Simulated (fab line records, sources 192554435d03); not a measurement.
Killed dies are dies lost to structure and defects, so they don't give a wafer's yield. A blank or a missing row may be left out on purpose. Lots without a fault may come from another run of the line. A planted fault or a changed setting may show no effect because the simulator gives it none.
fab line records | flow n5_finfet
record lots=7 wafers=39
route steps=1938 shown BEOL_M15@1809 PASSIVATION@1930
start_h: hours from the record's first day to the start of the lot's first wafer shown | wait_h: hours since the lot's step before | " the same as in the row above | L1.1+2: a row that stands for several wafers | - no value, or no start given | * or withheld: withheld | < > ~ a bound
route shown NAME@n: a module of which the file shows steps, and the number in the route of the first | usual: mean/standard deviation of fault-free wafers | same: alike in all rows | chamber/n: place in a boat | sites: the reading at each site | _std_site: their standard deviation | _edge_site: outer sites' mean less inner sites' | radius_mm: how far each site lies from the wafer's centre | mask NAME#n: copy n | behind: the tool/chamber that last shaped the wafer | hold: why the lot was held/for how many hours/how that ended | device: the transistor (n, p or np) that didn't switch | end of line: the same wafers' tests at the end of the route | a step without rows: its recipe alone | killed: dies lost to structure and defects at the first sort, not the wafer's yield | map: a wafer's dies, x killed, . not, _ none there
set.NAME: the setting as run; set.NAME@STEP: as run at that earlier step | model.NAME: the simulator's own value behind a step, which no gauge read
lots whose settings were changed on purpose; a table a step, a row a wafer
## steps
# step N5_BEOL_M15_TRENCH_ETCH_34
# recipe chemistry=C4F8/O2/Ar target=SiO2 target_depth_a=8729.3 he_inner_torr=15 he_outer_torr=30 time_s=199 ion_energy_ev=800 pressure_mtorr=20 source_w=1905 bias_w=2040 Ar_flow_sccm=400 C4F8_flow_sccm=16 O2_flow_sccm=12
# columns lot.wafer tool chamber start_h wait_h set.target_depth_a model.etch.depth_nm model.coat_of_BEOL_M15_COAT_22.thk_nm
L075.1 rie_diel-03 2 256.26 0.0 7219 723.8 574.2
L075.2 " 0 " " 8729.3 912.8 534.8
L075.3 " 3 " " 8729.3 875.4 545.8
L075.4 " 1 " " 8729.3 872.3 546
L075.5 " 0 " " 7219 753.9 567.8
L075.6 " 3 " " 7219 725.8 575
L080.1 rie_diel-01 3 291.76 0.0 8729.3 892.3 540.4
L080.3 " 1 " " 8729.3 866 546.8
L080.5 " 0 " " 8729.3 864.2 545.8
L079.1 rie_diel-04 2 293.42 0.0 8729.3 871.9 542.6
L079.2 " 0 " " 8729.3 878.3 540.4
L079.3 " 3 " " 5433 535.9 609.6
L079.4 " 1 " " 5433 536 610.8
L079.5 " 2 " " 5433 548.5 606.4
L079.6 " 3 " " 8729.3 858.9 542.6
L085.1 rie_diel-01 3 314.80 0.0 8729.3 888 540.4
L085.2 " 1 " " 8729.3 871.2 547
L085.3 " 2 " " 8729.3 872.9 543.4
L085.4 " 0 " " 8729.3 868.6 547.8
L085.5 " 2 " " 8729.3 878.6 543.2
L085.6 " 3 " " 8729.3 893.9 542.4
L086.1 rie_diel-03 0 319.20 0.0 8729.3 906.2 537.4
L086.2 " 3 " " 8729.3 881.5 542.6
L086.3 " 1 " " 8729.3 881.5 543.8
L086.4 " 3 " " 8729.3 872.7 549
L086.5 " 0 " " 8729.3 906.2 538
L086.6 " 1 " " 8729.3 881.8 544.2
L090.1 rie_diel-03 1 341.19 0.0 8729.3 870.5 541
L090.2 " 3 " " 8729.3 870.9 544.4
L090.3 " 0 " " 8729.3 906.7 534.4
L090.4 " 2 " " 8729.3 878.9 540
L090.5 " 3 " " 8729.3 877.6 543.6
L090.6 " 0 " " 8729.3 906.9 532.2
L092.1 rie_diel-04 1 356.51 0.0 8729.3 861.3 546.6
L092.2 " 3 " " 13020 1332 448.6
L092.3 " 2 " " 8729.3 875.6 540.6
L092.4 " 0 " " 13020 1308 457.8
L092.5 " 0 " " 13020 1305 457.2
L092.6 " 1 " " 8729.3 865.3 546.6
# step N5_BEOL_M15_STRIP_36
# recipe chemistry=O2 power_w=600 temp_c=60 pressure_mtorr=30 rf_frequency_hz=6e+07 bias_power_w=0 overash_fraction=0.3 o2_flow_sccm=225
# step N5_BEOL_M15_ECD_47
# recipe material=Cu target_thk_a=18600
# step N5_BEOL_M15_ANNEAL_48
# recipe temp_c=225 time_s=90 ambient=N2
# step N5_BEOL_M15_CMP_49
# recipe stop_on=SiO2 t_overpolish_s=4.9 down_force_psi=2 platen_rpm=80 clearing_platen_down_force_psi=2 clearing_platen_rpm=80 post_cmp_clean=cu_alkaline target_thk_nm=850 clearing_platen_pad_velocity_m_s=1.5917 pad_velocity_m_s=1.5917
# columns lot.wafer tool chamber start_h wait_h set.target_depth_a@BEOL_M15_TRENCH_ETCH_34 model.Cu_of_BEOL_M15_ECD_47.thk_nm
L075.4 cmp-03 2 258.43 0.1 8729.3 849.2
L075.2 " 3 " " 8729.3 888.4
L075.3 " 0 " " 8729.3 852.6
L075.1 " 1 " " 7219 700.4
L075.6 " 2 " " 7219 703.4
L075.5 " 3 " " 7219 731.4
L080.1 cmp-03 3 300.65 0.3 8729.3 868.8
L080.3 " 0 " " 8729.3 843
L080.5 " 0 " " 8729.3 840.6
L079.2 cmp-03 3 301.20 0.2 8729.3 855.6
L079.4 " 0 " " 5433 513.6
L079.1 " 1 " " 8729.3 849.4
L079.3 " 2 " " 5433 511.6
L079.5 " 3 " " 5433 524.8
L079.6 " 0 " " 8729.3 837
L085.1 cmp-02 3 317.58 0.8 8729.3 864.4
L085.4 " 0 " " 8729.3 844.8
L085.3 " 1 " " 8729.3 849
L085.2 " 2 " " 8729.3 847
L085.5 " 3 " " 8729.3 854.8
L085.6 " 0 " " 8729.3 870.4
L086.1 cmp-03 3 329.55 0.3 8729.3 884.2
L086.4 " 0 " " 8729.3 849.4
L086.3 " 1 " " 8729.3 857.6
L086.2 " 2 " " 8729.3 857.8
L086.6 " 3 " " 8729.3 859.8
L086.5 " 0 " " 8729.3 883.6
L090.2 cmp-03 3 346.81 0.3 8729.3 848.8
L090.3 " 0 " " 8729.3 884.2
L090.4 " 1 " " 8729.3 857.2
L090.1 " 2 " " 8729.3 849.4
L090.6 " 3 " " 8729.3 885.2
L090.5 " 0 " " 8729.3 854.2
L092.2 cmp-01 0 359.01 0.2 13020 1308
L092.1 " 1 " " 8729.3 838.6
L092.4 " 2 " " 13020 1284
L092.3 " 3 " " 8729.3 852.2
L092.5 " 0 " " 13020 1283
L092.6 " 1 " " 8729.3 842.2
# step N5_BEOL_M15_THK_MEAS_50
# recipe thk_meas_gauge=xrf reads=Cu_of_BEOL_M15_ECD_47
# usual M15_THK=857/15
# columns lot.wafer tool chamber start_h wait_h set.target_depth_a@BEOL_M15_TRENCH_ETCH_34 M15_THK[nm]
L075.1 film_metro-01 - 258.73 - 7219 702
L075.2 " - " " 8729.3 892
L075.3 " - " " 8729.3 853
L075.4 " - " " 8729.3 852
L075.5 " - " " 7219 736
L075.6 " - " " 7219 705
L080.1 film_metro-01 - 300.94 - 8729.3 867
L080.3 " - " " 8729.3 837
L080.5 " - " " 8729.3 840
L079.1 film_metro-02 - 301.50 - 8729.3 857
L079.2 " - " " 8729.3 860
L079.3 " - " " 5433 513
L079.4 " - " " 5433 517
L079.5 " - " " 5433 530
L079.6 " - " " 8729.3 841
L085.1 film_metro-01 - 317.87 - 8729.3 860
L085.2 " - " " 8729.3 846
L085.3 " - " " 8729.3 847
L085.4 " - " " 8729.3 843
L085.5 " - " " 8729.3 853
L085.6 " - " " 8729.3 867
L086.1 film_metro-02 - 329.84 - 8729.3 891
L086.2 " - " " 8729.3 863
L086.3 " - " " 8729.3 860
L086.4 " - " " 8729.3 852
L086.5 " - " " 8729.3 885
L086.6 " - " " 8729.3 863
L090.1 film_metro-01 - 347.10 - 8729.3 848
L090.2 " - " " 8729.3 849
L090.3 " - " " 8729.3 887
L090.4 " - " " 8729.3 854
L090.5 " - " " 8729.3 857
L090.6 " - " " 8729.3 888
L092.1 film_metro-02 - 359.30 - 8729.3 835
L092.2 " - " " 13020 1302
L092.3 " - " " 8729.3 849
L092.4 " - " " 13020 1281
L092.5 " - " " 13020 1274
L092.6 " - " " 8729.3 838
# step N5_BEOL_M15_PRE_CLEAN_52
# recipe gas=NH3 time_s=15 temp_c=withheld rf_power_w=300
# step N5_BEOL_M15_DEP_53
# recipe material=SiCN target_thk_a=500 temp_c=withheld precursor=3MS/NH3 pressure_torr=3 rf_w=675 time_s=17.8
# step N5_BEOL_M15_RS_MEAS_54
# recipe thk_meas_gauge=four-point-probe reads=Cu_of_BEOL_M15_ECD_47+Ta_of_BEOL_M15_SPUTTER_44+TaN_of_BEOL_M15_SPUTTER_43
# usual M15_RS=0.0214/0.00034
# columns lot.wafer tool chamber start_h wait_h set.target_depth_a@BEOL_M15_TRENCH_ETCH_34 M15_RS[ohm/sq]
L075.1 film_metro-01 - 258.86 0.0 7219 0.0263
L075.2 " - " " 8729.3 0.0206
L075.3 " - " " 8729.3 0.0215
L075.4 " - " " 8729.3 0.0217
L075.5 " - " " 7219 0.0252
L075.6 " - " " 7219 0.0261
L080.1 film_metro-01 - 301.07 0.0 8729.3 0.0211
L080.3 " - " " 8729.3 0.0218
L080.5 " - " " 8729.3 0.0218
L079.1 film_metro-01 - 301.62 0.0 8729.3 0.0216
L079.2 " - " " 8729.3 0.0214
L079.3 " - " " 5433 0.0362
L079.4 " - " " 5433 0.0360
L079.5 " - " " 5433 0.0353
L079.6 " - " " 8729.3 0.0219
L085.1 film_metro-02 - 318.04 0.1 8729.3 0.0212
L085.2 " - " " 8729.3 0.0217
L085.3 " - " " 8729.3 0.0216
L085.4 " - " " 8729.3 0.0217
L085.5 " - " " 8729.3 0.0214
L085.6 " - " " 8729.3 0.0211
L086.1 film_metro-01 - 329.97 0.0 8729.3 0.0207
L086.2 " - " " 8729.3 0.0214
L086.3 " - " " 8729.3 0.0214
L086.4 " - " " 8729.3 0.0216
L086.5 " - " " 8729.3 0.0208
L086.6 " - " " 8729.3 0.0214
L090.1 film_metro-01 - 347.23 0.0 8729.3 0.0215
L090.2 " - " " 8729.3 0.0216
L090.3 " - " " 8729.3 0.0207
L090.4 " - " " 8729.3 0.0214
L090.5 " - " " 8729.3 0.0215
L090.6 " - " " 8729.3 0.0207
L092.1 film_metro-02 - 359.43 0.0 8729.3 0.0218
L092.2 " - " " 13020 0.0139
L092.3 " - " " 8729.3 0.0215
L092.4 " - " " 13020 0.0142
L092.5 " - " " 13020 0.0142
L092.6 " - " " 8729.3 0.0218
# step N5_PASSIVATION_ETCH_54
# recipe chemistry=CHF3/O2 target=SiO2 target_depth_a=8800 CHF3_flow_sccm=50 O2_flow_sccm=5 Ar_flow_sccm=200 time_s=440 mask_material=PR pressure_mtorr=30 source_w=650 bias_w=170 ion_energy_ev=200
# columns lot.wafer tool chamber start_h wait_h set.time_s model.PASSIVATION.feature_depth_nm model.etch.depth_nm
L075.1 rie_diel-02 3 269.67 0.1 440 870.8 870.9
L075.2 " 0 " " 532.7 1014 1014
L075.3 " 2 " " 440 862.2 862.2
L075.4 " 1 " " 440 862 861.9
L075.5 " 1 " " 532.7 1047 1047
L075.6 " 2 " " 532.7 1043 1043
L080.1 rie_diel-06 2 313.82 0.1 440 890.4 890.4
L080.3 " 0 " " 440 880.4 880.5
L080.5 " 0 " " 440 876.8 876.7
L079.1 rie_diel-06 0 314.42 0.1 440 879.8 879.9
L079.2 " 3 " " 213.9 420.8 420.8
L079.3 " 2 " " 213.9 427.4 427.3
L079.4 " 1 " " 440 867.4 867.5
L079.5 " 2 " " 213.9 429.8 429.9
L079.6 " 3 " " 440 866.8 866.8
L085.1 rie_diel-06 1 333.95 0.1 514.5 1006 1006
L085.2 " 3 " " 514.5 1007 1007
L085.3 " 0 " " 440 882 882
L085.4 " 2 " " 440 881.6 881.6
L085.5 " 1 " " 514.5 1013 1013
L085.6 " 2 " " 440 874.8 874.7
L086.1 rie_diel-05 3 340.88 0.1 440 894.8 894.9
L086.2 " 2 " " 607.1 1219 1219
L086.3 " 0 " " 607.1 1223 1223
L086.4 " 0 " " 440 889 889.1
L086.5 " 3 " " 440 895 895
L086.6 " 2 " " 607.1 1215 1215
L090.1 rie_diel-02 3 360.80 0.1 655.3 1323 1323
L090.2 " 1 " " 440 856.4 856.4
L090.3 " 2 " " 655.3 1277 1277
L090.4 " 0 " " 655.3 1309 1309
L090.5 " 2 " " 440 871.2 871.2
L090.6 " 1 " " 440 861 860.9
L092.1 rie_diel-06 1 371.67 0.1 440 865.4 865.3
L092.2 " 0 " " 440 876.8 876.9
L092.3 " 3 " " 647.5 1266 1266
L092.4 " 3 " " 440 861 861
L092.5 " 0 " " 647.5 1292 1292
L092.6 " 1 " " 647.5 1270 1270
## key
split step=N5_BEOL_M15_TRENCH_ETCH_34 setting=target_depth_a stated=8729.3 by=wafer
response step=N5_BEOL_M15_TRENCH_ETCH_34 reading=model.etch.depth_nm change=+8.95 per=1% r=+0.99
response step=N5_BEOL_M15_TRENCH_ETCH_34 reading=model.coat_of_BEOL_M15_COAT_22.thk_nm change=-1.81 per=1% r=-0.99
response step=N5_BEOL_M15_CMP_49 reading=model.Cu_of_BEOL_M15_ECD_47.thk_nm change=+8.96 per=1% r=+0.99
response step=N5_BEOL_M15_THK_MEAS_50 reading=M15_THK change=+8.95 per=1% r=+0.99
response step=N5_BEOL_M15_RS_MEAS_54 reading=M15_RS change=-0.000239 per=1% r=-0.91
split step=N5_PASSIVATION_ETCH_54 setting=time_s stated=440 by=wafer
response step=N5_PASSIVATION_ETCH_54 reading=model.PASSIVATION.feature_depth_nm change=+8.68 per=1% r=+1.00
response step=N5_PASSIVATION_ETCH_54 reading=model.etch.depth_nm change=+8.68 per=1% r=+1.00
